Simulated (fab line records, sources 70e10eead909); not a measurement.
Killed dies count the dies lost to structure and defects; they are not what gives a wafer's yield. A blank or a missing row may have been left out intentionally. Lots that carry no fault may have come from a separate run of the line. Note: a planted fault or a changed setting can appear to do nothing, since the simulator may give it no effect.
Matching of chambers    flow nand-harc    NHARC_P_CONTACT_DEP_30 on pecvd-02 has 3 sister chambers
The step deposits SiNx, target thk 30 nm. 3 wafers are shown with their chamber, then 8 later ones without.

== EACH WAFER AND ITS CHAMBER ==
wafer   chamber  heater-power-w (W)
L076.5  2        543
L089.4  1        872
L090.2  0        904

== WAFERS WITH NO CHAMBER GIVEN ==
wafer   heater-power-w (W)
L090.3  836
L090.6  833
L094.3  889
L094.4  888
L094.5  548
L096.3  908
L096.4  909
L096.5  573

== THE CHAMBER EACH PASSED THROUGH ==
wafer   from the rows above      in truth
L090.3  can't be placed: 1 or 0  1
L090.6  can't be placed: 1 or 0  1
L094.3  can't be placed: 0 or 1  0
L094.4  can't be placed: 0 or 1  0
L094.5  2                        2
L096.3  can't be placed: 0 or 1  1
L096.4  can't be placed: 0 or 1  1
L096.5  2                        2
Placed correctly: 2 of 8. Not placeable from these rows: 6 (in 6, the candidates include the true chamber). Number placed wrongly: 0.
How it was worked out, from the rows above alone: a wafer's distance from a chamber is the root of the sum, over the readings, of the square of ((its reading less the chamber's mean) divided by the reading's scatter). If the next closest chamber is less than 2 further off than the closest, the wafer can't be placed; otherwise it belongs to the closest. A chamber's mean is the mean of its shown wafers. The scatter (one wafer shown for each chamber): square how far every hidden wafer sits from the nearest shown wafer, average those squares and take the square root.
